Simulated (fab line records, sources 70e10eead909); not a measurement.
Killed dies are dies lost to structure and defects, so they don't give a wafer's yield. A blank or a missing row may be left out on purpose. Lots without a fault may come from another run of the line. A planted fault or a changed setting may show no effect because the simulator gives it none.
fab line records | flow nand_harc
record lots=5 wafers=15 last_day=33
route steps=1302 shown A_STAIRCASE@760
lots that met no fault: from a run of the same line without faults
start_h: hours from the record's first day to the start of the lot's first wafer shown | wait_h: hours since the lot's step before | " the same as in the row above | L1.1+2: a row that stands for several wafers | - no value, or no start given | * or withheld: withheld | < > ~ a bound
route shown NAME@n: a module of which the file shows steps, and the number in the route of the first | usual: mean/standard deviation of fault-free wafers | same: alike in all rows | chamber/n: place in a boat | sites: the reading at each site | _std_site: their standard deviation | _edge_site: outer sites' mean less inner sites' | radius_mm: how far each site lies from the wafer's centre | mask NAME#n: copy n | behind: the tool/chamber that last shaped the wafer | hold: why the lot was held/for how many hours/how that ended | device: the transistor (n, p or np) that didn't switch | end of line: the same wafers' tests at the end of the route | a step without rows: its recipe alone | killed: dies lost to structure and defects at the first sort, not the wafer's yield | map: a wafer's dies, x killed, . not, _ none there
set.NAME: the setting as run; set.NAME@STEP: as run at that earlier step | model.NAME: the simulator's own value behind a step, which no gauge read
lots at some steps of the route; a table a step, a row a wafer
services: from which hour (start_h, from the record's first day; less than 0 if before it) a tool's chamber was out of use, for how many hours, and why
## steps
# step NHARC_A_STAIRCASE_EBR_246
# columns lot.wafer tool chamber start_h wait_h
L080.1+2+6 litho_track-03 0 - -
L084.1+3+4 litho_track-07 0 - -
L086.3+4+6 litho_track-03 0 - -
L092.2+3+6 litho_track-02 0 - -
L093.1+5+6 litho_track-07 0 - -
# step NHARC_A_STAIRCASE_EXPOSE_247
# recipe na=0.5 dose_mj=25.34 mask_id=SDS_1
# same na=0.5
# columns lot.wafer tool chamber start_h wait_h mask
L080.1+2+6 krf_scanner-02 0 446.73 - SDS_1#0
L084.1+3+4 krf_scanner-02 0 463.98 - SDS_1#0
L086.3+4+6 krf_scanner-03 0 483.21 - SDS_1#0
L092.2+3+6 krf_scanner-02 0 544.48 - SDS_1#0
L093.1+5+6 krf_scanner-04 0 566.28 - SDS_1#0
# step NHARC_A_STAIRCASE_PEB_248
# recipe peb_temp_c=115 peb_time_s=130
# columns lot.wafer tool chamber start_h wait_h
L080.1+2+6 litho_track-02 0 446.79 0.1
L084.1+3+4 litho_track-02 0 464.04 0.1
L086.3+4+6 litho_track-02 0 483.27 0.1
L092.2+3+6 litho_track-02 0 544.54 0.1
L093.1+5+6 litho_track-02 0 566.35 0.1
# step NHARC_A_STAIRCASE_DEVELOP_249
# recipe time_s=140
# same time_s=140
# columns lot.wafer tool chamber start_h wait_h
L080.1+2+6 litho_track-02 0 - -
L084.1+3+4 litho_track-02 0 - -
L086.3+4+6 litho_track-02 0 - -
L092.2+3+6 litho_track-02 0 - -
L093.1+5+6 litho_track-02 0 - -
# step NHARC_A_STAIRCASE_HARDBAKE_251
# recipe temp_c=120 time_s=140
# same time_s=140
# columns lot.wafer tool chamber start_h wait_h
L080.1+2+6 litho_track-07 0 447.01 -
L084.1+3+4 litho_track-03 0 464.26 -
L086.3+4+6 litho_track-02 0 483.49 -
L092.2+3+6 litho_track-02 0 544.76 -
L093.1+5+6 litho_track-02 0 566.57 -
# step NHARC_A_STAIRCASE_DESCUM_252
# recipe time_s=3 o2_flow_sccm=200 ar_flow_sccm=0 bias_power_w=0 chemistry=O2
# usual drypump_motor_current_A=5.6/0.45 oes_product_au=0.998/0.0093 rf_vpp_V=57.8/0.99 showerhead_plenum_p_Torr=1.88/0.083 throttle_valve_pct=11.310/0.0099
# same time_s=3
# columns lot.wafer tool chamber start_h wait_h drypump_motor_current_A oes_product_au rf_hours_counter_h rf_vpp_V showerhead_plenum_p_Torr throttle_valve_pct
L080.1 rie_diel-11 3 447.10 - 5.8 0.994 2 58.6 1.82 11.295
L080.2 " 2 " " 5.3 0.995 2 56.5 1.83 11.306
L080.6 " 3 " " 5.8 0.993 - 57.4 1.82 11.323
L084.4 rie_diel-11 2 464.35 - 5.3 1.008 10 56.7 1.83 11.327
L084.3 " 3 " " 5.8 1.001 10 57.7 1.82 11.316
L084.1 " 0 " " 6.3 0.995 4 56.4 1.86 11.306
L086.3 rie_diel-02 3 483.58 - 5.2 0.997 25 57.1 1.86 11.329
L086.4 " 1 " " 6.2 0.980 27 58.9 2.05 11.318
L086.6 " 3 " " 5.2 0.994 - 58.5 1.86 11.314
L092.2 rie_diel-11 0 544.85 - 6.3 1.004 17 58.3 1.86 11.324
L092.3 " 3 " " 5.9 1.012 34 57.0 1.81 11.291
L092.6 " 1 " " 5.6 1.016 - 57.2 1.76 11.327
L093.1 rie_diel-02 1 566.66 - 6.2 0.984 52 58.4 2.04 11.328
L093.6 " 1 " " 6.2 0.989 - 59.0 2.04 11.303
L093.5 " 2 " " 4.9 0.993 - 57.6 1.89 11.306
# step NHARC_A_STAIRCASE_ETCH_253
# recipe target_depth_a=500 time_s=20.2 ion_energy_ev=400 c4f8_flow_sccm=20 o2_flow_sccm=10 ar_flow_sccm=withheld rf_w=600 bias_w=1000 chemistry=C4F8/O2
# usual oes_product_au=0.955/0.017 rf_vpp_V=894/5.4
# same time_s=20.2
# columns lot.wafer tool chamber start_h wait_h oes_product_au rf_hours_counter_h rf_vpp_V
L080.2 rie_diel-11 2 447.21 0.1 0.964 2 892
L080.1 " 1 " " 0.968 2 887
L080.6 " 2 " " 0.964 - 890
L084.3 rie_diel-11 1 464.67 0.3 0.950 10 886
L084.1 " 3 " " 0.968 10 889
L084.4 " 0 " " 0.939 4 891
L086.3 rie_diel-02 1 483.66 0.1 0.959 27 905
L086.4 " 3 " " 0.962 25 891
L086.6 " 1 " " 0.973 - 902
L092.2 rie_diel-11 1 544.94 0.1 0.964 35 886
L092.3 " 3 " " 0.961 34 888
L092.6 " 1 " " 0.948 - 885
L093.1 rie_diel-02 0 566.75 0.1 0.976 56 895
L093.6 " 3 " " 0.982 - 891
L093.5 " 0 " " 0.979 - 897
# step NHARC_A_STAIRCASE_STRIP_254
# recipe power_w=1500 temp_c=250 chemistry=O2
# usual drypump_motor_current_A=5.5/0.47 heater_power_w=388/33
# columns lot.wafer tool chamber start_h wait_h drypump_motor_current_A heater_power_w rf_hours_counter_h
L080.2 plasma_asher-02 1 447.30 - 4.9 424 2
L080.1 " 0 " " 5.4 421 2
L080.6 " 1 " " 4.9 415 -
L084.1 plasma_asher-02 1 464.76 - 4.9 409 6
L084.4 " 1 " " 4.9 405 -
L084.3 " 0 " " 5.4 404 -
L086.3 plasma_asher-02 0 483.84 - 5.4 402 -
L086.4 " 1 " " 4.9 409 -
L086.6 " 0 " " 5.4 409 -
L092.2 plasma_asher-02 1 545.02 - 4.9 411 24
L092.3 " 0 " " 5.4 409 -
L092.6 " 1 " " 4.9 415 -
L093.1 plasma_asher-01 1 567.04 - 5.9 390 8
L093.5 " 1 " " 5.9 394 -
L093.6 " 0 " " 6.1 319 -
# step NHARC_A_STAIRCASE_STRIP_255
# recipe time_s=900 temp_c=130 chemistry=SPM
# same time_s=900
# columns lot.wafer tool chamber start_h wait_h
L080.1+2+6 wet_bench-09 5,6,1 447.65 0.3
L084.3+1+4 wet_bench-04 0,3,4 465.10 0.2
L086.6+3+4 wet_bench-04 3,4,7 484.09 0.1
L092.2+3+6 wet_bench-04 3,5,6 545.39 0.3
L093.6+5+1 wet_bench-04 7,3,4 567.40 0.1
# step NHARC_A_STAIRCASE_PRECLEAN_256
# recipe time_s=* temp_c=50 bath_age_min=0 chemistry=SC1
# same time_s=*
# columns lot.wafer tool chamber start_h wait_h
L080.1+2+6 wet_bench-09 5,6,1 - -
L084.3+1+4 wet_bench-04 0,3,4 - -
L086.6+3+4 wet_bench-04 3,4,7 - -
L092.2+3+6 wet_bench-04 3,5,6 - -
L093.6+5+1 wet_bench-04 7,3,4 - -
# step NHARC_A_STAIRCASE_SRD_257
# columns lot.wafer tool chamber start_h wait_h
L080.1+2+6 wet_bench-09 5,6,1 - -
L084.3+1+4 wet_bench-04 0,3,4 - -
L086.6+3+4 wet_bench-04 3,4,7 - -
L092.2+3+6 wet_bench-04 3,5,6 - -
L093.6+5+1 wet_bench-04 7,3,4 - -
# step NHARC_A_STAIRCASE_HM_DEP_456
# recipe target_thk_a=31000 temp_c=400 material=aC
# usual throttle_valve_pct=35.000/0.0085
# columns lot.wafer tool chamber start_h wait_h throttle_valve_pct
L080.1 acl_dep-03 0 448.12 - 34.987
L080.2 " 0 " " 34.991
L080.6 " 0 449.66 - 35.008
L084.1 acl_dep-02 0 468.31 - 35.003
L084.3 " 0 " " 34.998
L084.4 " 0 " " 35.005
L086.3 acl_dep-02 0 485.18 - 34.999
L086.4 " 0 " " 35.023
L086.6 " 0 " " 34.992
L092.2 acl_dep-03 0 548.26 - 35.009
L092.3 " 0 " " 34.986
L092.6 " 0 " " 35.005
L093.1 acl_dep-02 0 567.86 - 34.991
L093.5 " 0 569.10 - 35.000
L093.6 " 0 " " 34.990
# step NHARC_A_STAIRCASE_DEP_259
# recipe target_thk_a=300 target_thk_nm=30 temp_c=400 pressure_torr=3.5 flow_sccm=200 rf_w=350 material=SiON
# usual heater_power_w=776/130
# columns lot.wafer tool chamber start_h wait_h heater_power_w
L080.2 pecvd-01 0 449.98 1.2 673
L080.1 " 1 " " 919
L080.6 " 0 " " 685
L084.3 pecvd-03 0 470.18 0.9 780
L084.1 " 2 " " 588
L084.4 " 1 " " 848
L086.3 pecvd-04 0 486.43 0.9 857
L086.4 " 0 " " 871
L086.6 " 1 " " 635
L092.2 pecvd-01 1 549.80 1.2 1013
L092.3 " 0 " " 659
L092.6 " 0 " " 651
L093.1 pecvd-03 2 569.74 1.6 620
L093.6 " 2 " " 601
L093.5 " 1 " " 985
# step NHARC_A_STAIRCASE_DEHYDRATE_260
# recipe temp_c=150 time_s=120
# same time_s=120
# columns lot.wafer tool chamber start_h wait_h
L080.1+2+6 litho_track-02 0 450.26 0.2
L084.1+3+4 litho_track-07 0 470.45 0.2
L086.3+4+6 litho_track-03 0 486.71 0.2
L092.2+3+6 litho_track-07 0 550.08 0.2
L093.1+5+6 litho_track-03 0 570.10 0.3
# step NHARC_A_STAIRCASE_HMDS_261
# recipe time_s=30
# same time_s=30
# columns lot.wafer tool chamber start_h wait_h
L080.1+2+6 litho_track-02 0 - -
L084.1+3+4 litho_track-07 0 - -
L086.3+4+6 litho_track-03 0 - -
L092.2+3+6 litho_track-07 0 - -
L093.1+5+6 litho_track-03 0 - -
# step NHARC_A_STAIRCASE_COAT_262
# recipe spin_rpm=1200
# columns lot.wafer tool chamber start_h wait_h
L080.1+2+6 litho_track-02 0 - -
L084.1+3+4 litho_track-07 0 - -
L086.3+4+6 litho_track-03 0 - -
L092.2+3+6 litho_track-07 0 - -
L093.1+5+6 litho_track-03 0 - -
# step NHARC_A_STAIRCASE_SOFTBAKE_263
# recipe temp_c=135 time_s=170
# same time_s=170
# columns lot.wafer tool chamber start_h wait_h
L080.1+2+6 litho_track-02 0 - -
L084.1+3+4 litho_track-07 0 - -
L086.3+4+6 litho_track-03 0 - -
L092.2+3+6 litho_track-07 0 - -
L093.1+5+6 litho_track-03 0 - -
# step NHARC_A_STAIRCASE_EBR_264
# columns lot.wafer tool chamber start_h wait_h
L080.1+2+6 litho_track-02 0 - -
L084.1+3+4 litho_track-07 0 - -
L086.3+4+6 litho_track-03 0 - -
L092.2+3+6 litho_track-07 0 - -
L093.1+5+6 litho_track-03 0 - -
# step NHARC_A_STAIRCASE_EXPOSE_265
# recipe na=0.5 dose_mj=25.01 mask_id=CHOP_200
# same na=0.5
# columns lot.wafer tool chamber start_h wait_h mask
L080.1+2+6 krf_scanner-02 0 450.59 - CHOP_200#0
L084.1+3+4 krf_scanner-02 0 470.78 - CHOP_200#0
L086.3+4+6 krf_scanner-04 0 486.92 - CHOP_200#0
L092.2+3+6 krf_scanner-04 0 550.29 - CHOP_200#0
L093.1+5+6 krf_scanner-04 0 570.30 - CHOP_200#0
# step NHARC_A_STAIRCASE_PEB_266
# recipe peb_temp_c=115 peb_time_s=130
# columns lot.wafer tool chamber start_h wait_h
L080.1+2+6 litho_track-02 0 450.66 0.1
L084.1+3+4 litho_track-03 0 470.85 0.1
L086.3+4+6 litho_track-07 0 486.98 0.1
L092.2+3+6 litho_track-03 0 550.35 0.1
L093.1+5+6 litho_track-07 0 570.37 0.1
# step NHARC_A_STAIRCASE_DEVELOP_267
# recipe time_s=140
# same time_s=140
# columns lot.wafer tool chamber start_h wait_h
L080.1+2+6 litho_track-02 0 - -
L084.1+3+4 litho_track-03 0 - -
L086.3+4+6 litho_track-07 0 - -
L092.2+3+6 litho_track-03 0 - -
L093.1+5+6 litho_track-07 0 - -
# step NHARC_A_STAIRCASE_HARDBAKE_269
# recipe temp_c=120 time_s=140
# same time_s=140
# columns lot.wafer tool chamber start_h wait_h
L080.1+2+6 litho_track-07 0 450.88 -
L084.1+3+4 litho_track-03 0 471.06 -
L086.3+4+6 litho_track-02 0 487.21 -
L092.2+3+6 litho_track-07 0 550.57 -
L093.1+5+6 litho_track-02 0 570.59 -
# step NHARC_A_STAIRCASE_DESCUM_270
# recipe time_s=3 o2_flow_sccm=200 ar_flow_sccm=0 bias_power_w=0 chemistry=O2
# usual drypump_motor_current_A=5.6/0.42 oes_product_au=0.996/0.0094 rf_vpp_V=57.7/0.86 showerhead_plenum_p_Torr=1.87/0.076 throttle_valve_pct=11.311/0.0084
# same time_s=3
# columns lot.wafer tool chamber start_h wait_h drypump_motor_current_A oes_product_au rf_hours_counter_h rf_vpp_V showerhead_plenum_p_Torr throttle_valve_pct
L080.1 rie_diel-02 2 451.00 - 5.0 1.000 11 56.8 1.90 11.306
L080.2 " 3 " " 5.2 1.009 12 57.5 1.86 11.302
L080.6 " 3 " " 5.2 1.007 - 57.5 1.86 11.316
L084.4 rie_diel-02 2 471.16 - 5.0 1.002 19 58.0 1.90 11.304
L084.3 " 0 " " 5.2 0.996 20 57.9 1.93 11.304
L084.1 " 1 " " 6.2 0.988 20 59.2 2.05 11.315
L086.3 rie_diel-11 3 487.31 - 5.8 1.005 17 56.3 1.81 11.316
L086.4 " 1 " " 5.6 1.008 18 57.4 1.77 11.320
L086.6 " 3 " " 5.9 1.005 - 57.2 1.81 11.314
L092.2 rie_diel-02 0 550.67 - 5.2 1.000 51 60.3 1.92 11.319
L092.3 " 2 " " 4.9 0.988 46 59.8 1.89 11.324
L092.6 " 3 " " 5.3 0.995 - 56.4 1.85 11.324
L093.1 rie_diel-03 1 570.69 - 5.8 0.986 39 59.6 2.06 11.310
L093.5 " 0 " " 6.1 0.983 - 59.1 1.90 11.321
L093.6 " 1 " " 5.8 0.990 - 60.3 2.06 11.328
# step NHARC_A_STAIRCASE_ETCH_271
# recipe cf4_flow_sccm=100 chf3_flow_sccm=30 ar_flow_sccm=0 rf_w=500 bias_w=200 chemistry=CF4/CHF3
# usual chf3_flow_sccm=29.99/0.085 drypump_motor_current_A=5.6/0.42 oes_product_au=0.942/0.019 rf_vpp_V=369.4/2.2 showerhead_plenum_p_Torr=1.54/0.059 throttle_valve_pct=16.801/0.0089
# columns lot.wafer tool chamber start_h wait_h chf3_flow_sccm drypump_motor_current_A oes_product_au rf_hours_counter_h rf_vpp_V showerhead_plenum_p_Torr throttle_valve_pct
L080.2 rie_diel-02 1 451.10 0.1 30.12 6.2 0.944 11 374.4 1.68 16.799
L080.1 " 2 " " 29.95 5.0 0.928 12 370.1 1.57 16.836
L080.6 " 3 " " 30.04 5.2 0.951 - 368.3 1.53 16.818
L084.3 rie_diel-02 2 471.24 0.1 29.93 5.0 0.929 19 371.7 1.56 16.804
L084.1 " 3 " " 30.02 5.2 0.927 18 369.8 1.53 16.810
L084.4 " 0 " " 30.02 5.2 0.922 20 370.2 1.58 16.799
L086.4 rie_diel-11 3 487.41 0.1 30.19 5.9 0.953 17 369.7 1.50 16.807
L086.3 " 0 " " 30.15 6.3 0.960 12 370.2 1.53 16.802
L086.6 " 2 " " 30.00 5.3 0.947 - 368.6 1.51 16.800
L092.3 rie_diel-02 0 550.75 0.1 30.04 5.2 0.954 51 370.8 1.58 16.802
L092.2 " 2 " " 29.99 4.9 0.989 46 372.0 1.56 16.795
L092.6 " 1 " " 29.93 6.2 0.961 - 374.4 1.67 16.807
L093.1 rie_diel-03 0 570.78 0.1 29.97 6.1 0.919 36 370.5 1.57 16.812
L093.5 " 2 " " 29.95 5.5 0.921 - 368.9 1.56 16.805
L093.6 " 3 " " 30.00 5.1 0.924 - 369.9 1.53 16.799
# step NHARC_A_STAIRCASE_HM_OPEN_457
# recipe o2_flow_sccm=400 cos_flow_sccm=20 ar_flow_sccm=0 rf_w=500 bias_w=300 chemistry=O2/COS
# usual drypump_motor_current_A=5.6/0.43 oes_product_au=0.997/0.01 rf_vpp_V=465.9/2.7 showerhead_plenum_p_Torr=3.06/0.12 throttle_valve_pct=28.331/0.0094
# columns lot.wafer tool chamber start_h wait_h drypump_motor_current_A oes_product_au rf_hours_counter_h rf_vpp_V showerhead_plenum_p_Torr throttle_valve_pct
L080.1 rie_diel-02 3 - - 5.3 1.000 12 465.4 3.04 28.314
L080.2 " 0 " " 5.2 0.999 11 468.7 3.15 28.342
L080.6 " 2 " " 4.9 0.996 - 467.6 3.10 28.333
L084.3 rie_diel-02 3 - - 5.2 0.989 18 465.3 3.04 28.354
L084.1 " 0 " " 5.2 1.007 20 468.0 3.14 28.349
L084.4 " 2 " " 4.9 1.002 19 467.2 3.10 28.327
L086.3 rie_diel-11 0 - - 6.3 0.996 12 465.3 3.04 28.324
L086.4 " 1 " " 5.6 1.019 18 461.9 2.90 28.328
L086.6 " 3 " " 5.8 1.003 - 464.8 2.97 28.319
L092.2 rie_diel-02 2 - - 5.0 0.998 46 468.0 3.09 28.323
L092.3 " 3 " " 5.2 0.997 50 465.1 3.02 28.336
L092.6 " 1 " " 6.2 0.985 - 471.2 3.32 28.334
L093.1 rie_diel-03 1 - - 5.8 0.986 39 471.4 3.35 28.340
L093.5 " 1 " " 5.8 0.990 - 471.8 3.35 28.316
L093.6 " 2 " " 5.5 1.000 - 466.4 3.09 28.327
# step NHARC_A_STAIRCASE_STRIP_458
# recipe o2_flow_sccm=400 cos_flow_sccm=20 ar_flow_sccm=0 bias_w=0 chemistry=O2/COS
# columns lot.wafer tool chamber start_h wait_h
L080.2+1+6 rie_diel-02 1,2,1 - -
L084.1+3+4 rie_diel-02 1,2,0 - -
L086.3+4+6 rie_diel-11 3,1,0 - -
L092.3+2+6 rie_diel-02 0,2,0 - -
L093.1+5+6 rie_diel-03 3,3,0 - -
# step NHARC_A_STAIRCASE_ETCH_451
# recipe target_depth_a=300 overetch_a=30 time_s=16.5 ion_energy_ev=100 cf4_flow_sccm=80 o2_flow_sccm=20 ar_flow_sccm=0 rf_w=300 bias_w=100 chemistry=CF4/O2
# usual drypump_motor_current_A=5.6/0.42 oes_product_au=0.997/0.0094 rf_vpp_V=197.2/1.4 showerhead_plenum_p_Torr=1.31/0.056 throttle_valve_pct=13.398/0.0087
# same time_s=16.5
# columns lot.wafer tool chamber start_h wait_h drypump_motor_current_A oes_product_au rf_hours_counter_h rf_vpp_V showerhead_plenum_p_Torr throttle_valve_pct
L080.2 rie_diel-02 2 - - 5.0 0.995 12 197.7 1.33 13.400
L080.1 " 0 " " 5.2 1.009 11 197.0 1.35 13.398
L080.6 " 1 " " 6.2 0.993 - 200.1 1.43 13.401
L084.1 rie_diel-02 1 - - 6.2 0.997 20 199.0 1.43 13.414
L084.4 " 2 " " 5.0 1.001 19 197.7 1.33 13.385
L084.3 " 3 " " 5.2 0.999 19 197.9 1.30 13.401
L086.4 rie_diel-11 1 - - 5.6 1.005 18 194.9 1.24 13.399
L086.3 " 2 " " 5.3 0.996 15 195.2 1.28 13.396
L086.6 " 0 " " 6.3 1.000 - 196.8 1.30 13.400
L092.2 rie_diel-02 1 - - 6.2 0.975 48 198.9 1.42 13.395
L092.3 " 2 " " 4.9 0.994 47 196.9 1.32 13.410
L092.6 " 2 " " 4.9 0.984 - 196.9 1.32 13.380
L093.1 rie_diel-03 3 - - 5.1 1.003 31 197.2 1.30 13.403
L093.6 " 1 " " 5.8 0.997 - 200.3 1.44 13.384
L093.5 " 2 " " 5.5 1.003 - 196.4 1.32 13.405
# step NHARC_A_STAIRCASE_ETCH_273
# recipe target_depth_a=1.02e+05 time_s=2468.6 ion_energy_ev=800 c4f8_flow_sccm=80 o2_flow_sccm=60 ar_flow_sccm=withheld rf_w=600 bias_w=3000 chemistry=C4F8/O2/Ar
# usual oes_product_au=0.930/0.011 rf_vpp_V=1822/10
# same time_s=2468.6
# columns lot.wafer tool chamber start_h wait_h oes_product_au rf_hours_counter_h rf_vpp_V
L080.1 rie_diel-02 2 - - 0.921 12 1826
L080.2 " 3 " " 0.928 12 1819
L080.6 " 1 " " 0.917 - 1844
L084.1 rie_diel-02 1 - - 0.925 21 1844
L084.3 " 2 " " 0.924 20 1825
L084.4 " 0 " " 0.921 20 1829
L086.3 rie_diel-11 0 - - 0.934 12 1821
L086.4 " 3 " " 0.932 18 1815
L086.6 " 1 " " 0.955 - 1809
L092.3 rie_diel-02 3 - - 0.918 51 1819
L092.2 " 1 " " 0.913 48 1842
L092.6 " 2 " " 0.924 - 1822
L093.1 rie_diel-03 2 - - 0.924 38 1824
L093.5 " 0 " " 0.919 - 1825
L093.6 " 1 " " 0.924 - 1846
# step NHARC_A_STAIRCASE_STRIP_274
# recipe o2_flow_sccm=500 ar_flow_sccm=0 bias_w=0 chemistry=O2
# usual drypump_motor_current_A=5.7/0.43 oes_product_au=0.998/0.0092 rf_vpp_V=57.6/0.94 showerhead_plenum_p_Torr=3.44/0.13 throttle_valve_pct=17.037/0.0087
# columns lot.wafer tool chamber start_h wait_h drypump_motor_current_A oes_product_au rf_hours_counter_h rf_vpp_V showerhead_plenum_p_Torr throttle_valve_pct
L080.2 rie_diel-02 2 - - 5.0 0.992 13 57.6 3.51 17.052
L080.1 " 3 " " 5.2 1.009 13 56.9 3.44 17.044
L080.6 " 2 " " 5.0 0.996 - 58.9 3.51 17.023
L084.4 rie_diel-02 0 - - 5.2 0.997 22 58.2 3.55 17.022
L084.3 " 2 " " 4.9 1.004 21 58.5 3.50 17.016
L084.1 " 3 " " 5.2 0.990 21 58.3 3.43 17.054
L086.4 rie_diel-11 3 - - 5.9 1.017 18 57.6 3.36 17.030
L086.3 " 2 " " 5.3 1.002 15 57.8 3.39 17.033
L086.6 " 3 " " 5.9 1.014 - 55.2 3.36 17.039
L092.3 rie_diel-02 0 - - 5.2 1.002 52 59.0 3.53 17.034
L092.2 " 2 " " 5.0 1.002 48 56.9 3.49 17.037
L092.6 " 1 " " 6.2 0.983 - 58.6 3.75 17.023
L093.1 rie_diel-03 2 - - 5.5 0.996 38 58.2 3.49 17.043
L093.5 " 3 " " 5.1 0.990 - 58.4 3.44 17.033
L093.6 " 0 " " 6.1 0.983 - 57.0 3.51 17.018
# step NHARC_A_STAIRCASE_STRIP_275
# recipe time_s=900 temp_c=130 chemistry=SPM
# same time_s=900
# columns lot.wafer tool chamber start_h wait_h
L080.6+1+2 wet_bench-07 7,1,3 453.80 -
L084.4+1+3 wet_bench-07 4,5,6 474.40 -
L086.3+4+6 wet_bench-04 1,4,6 489.87 -
L092.6+2+3 wet_bench-09 0,1,2 553.61 -
L093.5+1+6 wet_bench-09 7,1,2 573.20 -
# step NHARC_A_STAIRCASE_PRECLEAN_276
# recipe time_s=* temp_c=50 bath_age_min=0 chemistry=SC1
# same time_s=*
# columns lot.wafer tool chamber start_h wait_h
L080.6+1+2 wet_bench-07 7,1,3 - -
L084.4+1+3 wet_bench-07 4,5,6 - -
L086.3+4+6 wet_bench-04 1,4,6 - -
L092.6+2+3 wet_bench-09 0,1,2 - -
L093.5+1+6 wet_bench-09 7,1,2 - -
# step NHARC_A_STAIRCASE_SRD_277
# columns lot.wafer tool chamber start_h wait_h
L080.6+1+2 wet_bench-07 7,1,3 - -
L084.4+1+3 wet_bench-07 4,5,6 - -
L086.3+4+6 wet_bench-04 1,4,6 - -
L092.6+2+3 wet_bench-09 0,1,2 - -
L093.5+1+6 wet_bench-09 7,1,2 - -
# step NHARC_A_STAIRCASE_HM_DEP_459
# recipe target_thk_a=15000 temp_c=400 material=aC
# usual throttle_valve_pct=35.001/0.0085
# columns lot.wafer tool chamber start_h wait_h throttle_valve_pct
L080.1 acl_dep-01 0 455.02 0.8 34.987
L080.2 " 0 " " 35.001
L080.6 " 0 456.55 2.3 34.999
L084.1 acl_dep-02 0 475.30 0.4 35.014
L084.3 " 0 " " 35.012
L084.4 " 0 " " 34.994
L086.3 acl_dep-01 0 492.37 2.0 35.009
L086.4 " 0 " " 35.012
L086.6 " 0 " " 35.010
L092.2 acl_dep-03 0 554.44 0.4 35.001
L092.3 " 0 " " 34.992
L092.6 " 0 " " 35.003
L093.1 acl_dep-03 0 573.72 0.1 34.994
L093.5 " 0 574.95 1.3 34.999
L093.6 " 0 " " 35.009
# step NHARC_A_STAIRCASE_DEP_280
# recipe target_thk_a=300 target_thk_nm=30 temp_c=400 pressure_torr=3.5 flow_sccm=200 rf_w=350 material=SiON
# usual heater_power_w=796/130
# columns lot.wafer tool chamber start_h wait_h heater_power_w
L080.2 pecvd-01 0 456.93 1.3 742
L080.1 " 1 " " 847
L080.6 " 2 " " 671
L084.3 pecvd-01 1 477.24 1.0 860
L084.1 " 0 " " 697
L084.4 " 0 " " 690
L086.3 pecvd-04 2 493.70 1.0 663
L086.6 " 0 " " 1002
L086.4 " 1 " " 638
L092.2 pecvd-04 2 555.99 1.2 804
L092.3 " 1 " " 704
L092.6 " 2 " " 801
L093.1 pecvd-03 1 575.58 1.6 942
L093.5 " 1 " " 940
L093.6 " 2 " " 634
# step NHARC_A_STAIRCASE_DEHYDRATE_281
# recipe temp_c=150 time_s=120
# same time_s=120
# columns lot.wafer tool chamber start_h wait_h
L080.1+2+6 litho_track-03 0 457.20 0.2
L084.1+3+4 litho_track-07 0 477.52 0.2
L086.3+4+6 litho_track-02 0 493.92 0.2
L092.2+3+6 litho_track-02 0 556.26 0.2
L093.1+5+6 litho_track-07 0 575.94 0.3
# step NHARC_A_STAIRCASE_HMDS_282
# recipe time_s=30
# same time_s=30
# columns lot.wafer tool chamber start_h wait_h
L080.1+2+6 litho_track-03 0 - -
L084.1+3+4 litho_track-07 0 - -
L086.3+4+6 litho_track-02 0 - -
L092.2+3+6 litho_track-02 0 - -
L093.1+5+6 litho_track-07 0 - -
# step NHARC_A_STAIRCASE_COAT_283
# recipe spin_rpm=1200
# columns lot.wafer tool chamber start_h wait_h
L080.1+2+6 litho_track-03 0 - -
L084.1+3+4 litho_track-07 0 - -
L086.3+4+6 litho_track-02 0 - -
L092.2+3+6 litho_track-02 0 - -
L093.1+5+6 litho_track-07 0 - -
# step NHARC_A_STAIRCASE_SOFTBAKE_284
# recipe temp_c=135 time_s=170
# same time_s=170
# columns lot.wafer tool chamber start_h wait_h
L080.1+2+6 litho_track-03 0 - -
L084.1+3+4 litho_track-07 0 - -
L086.3+4+6 litho_track-02 0 - -
L092.2+3+6 litho_track-02 0 - -
L093.1+5+6 litho_track-07 0 - -
# step NHARC_A_STAIRCASE_EBR_285
# columns lot.wafer tool chamber start_h wait_h
L080.1+2+6 litho_track-03 0 - -
L084.1+3+4 litho_track-07 0 - -
L086.3+4+6 litho_track-02 0 - -
L092.2+3+6 litho_track-02 0 - -
L093.1+5+6 litho_track-07 0 - -
# step NHARC_A_STAIRCASE_EXPOSE_286
# recipe na=0.5 dose_mj=25.01 mask_id=CHOP_100
# same na=0.5
# columns lot.wafer tool chamber start_h wait_h mask
L080.1+2+6 krf_scanner-02 0 457.41 - CHOP_100#0
L084.1+3+4 krf_scanner-03 0 477.72 - CHOP_100#0
L086.3+4+6 krf_scanner-03 0 494.26 - CHOP_100#0
L092.2+3+6 krf_scanner-03 0 556.60 - CHOP_100#0
L093.1+5+6 krf_scanner-02 0 576.27 - CHOP_100#0
# step NHARC_A_STAIRCASE_PEB_287
# recipe peb_temp_c=115 peb_time_s=130
# columns lot.wafer tool chamber start_h wait_h
L080.1+2+6 litho_track-03 0 457.48 0.1
L084.1+3+4 litho_track-02 0 477.79 0.1
L086.3+4+6 litho_track-07 0 494.32 0.1
L092.2+3+6 litho_track-03 0 556.66 0.1
L093.1+5+6 litho_track-02 0 576.34 0.1
# step NHARC_A_STAIRCASE_DEVELOP_288
# recipe time_s=140
# same time_s=140
# columns lot.wafer tool chamber start_h wait_h
L080.1+2+6 litho_track-03 0 - -
L084.1+3+4 litho_track-02 0 - -
L086.3+4+6 litho_track-07 0 - -
L092.2+3+6 litho_track-03 0 - -
L093.1+5+6 litho_track-02 0 - -
# step NHARC_A_STAIRCASE_HARDBAKE_290
# recipe temp_c=120 time_s=140
# same time_s=140
# columns lot.wafer tool chamber start_h wait_h
L080.1+2+6 litho_track-03 0 457.69 -
L084.1+3+4 litho_track-03 0 478.01 -
L086.3+4+6 litho_track-03 0 494.55 -
L092.2+3+6 litho_track-03 0 556.88 -
L093.1+5+6 litho_track-07 0 576.55 -
## services
# columns tool chamber start_h hours kind
krf_scanner-04 - 423.66 5.0 repair
litho_track-07 - 426.00 7.0 pm
plasma_asher-02 - 426.08 9.0 pm
acl_dep-02 - 428.44 13.0 pm
rie_diel-11 - 432.53 9.0 pm
krf_scanner-02 - 438.00 4.0 pm
litho_track-03 - 450.00 7.0 pm
rie_diel-03 - 459.14 9.0 pm
acl_dep-03 - 481.68 13.0 pm
krf_scanner-03 - 485.20 2.9 repair
rie_diel-03 0 489.02 4.1 repair
pecvd-01 - 492.14 13.0 pm
rie_diel-02 - 504.80 1.1 repair
wet_bench-04 - 506.94 3.4 repair
rie_diel-11 - 507.07 1.6 repair
krf_scanner-03 - 509.03 7.2 repair
wet_bench-07 - 512.09 8.0 pm
krf_scanner-04 - 526.91 4.0 pm
wet_bench-09 - 528.80 8.0 pm
wet_bench-09 - 539.43 3.0 repair
rie_diel-03 3 547.96 7.7 repair
krf_scanner-03 - 561.25 1.9 repair
rie_diel-11 3 571.25 4.8 repair
rie_diel-02 - 571.39 9.0 pm
## key
fault none
